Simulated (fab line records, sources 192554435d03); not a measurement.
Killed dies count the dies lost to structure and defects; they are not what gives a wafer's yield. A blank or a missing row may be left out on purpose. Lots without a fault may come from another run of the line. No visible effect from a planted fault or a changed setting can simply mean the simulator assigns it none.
Matching of chambers	flow n5_finfet	N5_BEOL_M11_DEP_56 on pecvd-01 has 3 sister chambers
The step deposits SiCN from 3MS/NH3, target thk 30 nm, time 10.5 s. 3 wafers are shown with their chamber, then 9 later ones without.

== WAFERS PAIRED WITH THEIR CHAMBERS ==
wafer	chamber	showerhead_plenum_p_Torr (Torr)
L094.1	1	4.137
L094.2	0	4.100
L094.3	2	4.153

== WAFERS WITH NO CHAMBER GIVEN ==
wafer	showerhead_plenum_p_Torr (Torr)
L094.4	4.131
L094.5	4.153
L094.6	4.106
L095.3	4.123
L095.4	4.108
L095.5	4.139
L096.3	4.140
L096.5	4.152
L096.6	4.109

== THE CHAMBER EACH PASSED THROUGH ==
wafer	from the rows above	in truth
L094.4	1	1
L094.5	2	2
L094.6	0	0
L095.3	can't be placed: 1 or 0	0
L095.4	0	0
L095.5	can't be placed: 1 or 2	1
L096.3	can't be placed: 1 or 2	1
L096.5	2	2
L096.6	0	0
6 of 9 placed correctly. From these rows, 3 cannot be placed; in 3 the true chamber is one of the candidates. Placed wrongly: 0.
How it was worked out, from the rows above alone: a wafer's distance from a chamber is the root of the sum, over the readings, of the square of ((its reading less the chamber's mean) divided by the reading's scatter). If the next closest chamber is less than 2 further off than the closest, the wafer can't be placed; otherwise it belongs to the closest. A chamber's mean is the mean of its shown wafers. The scatter: root of mean squared gap, hidden wafer to nearest shown wafer, with one shown wafer a chamber.
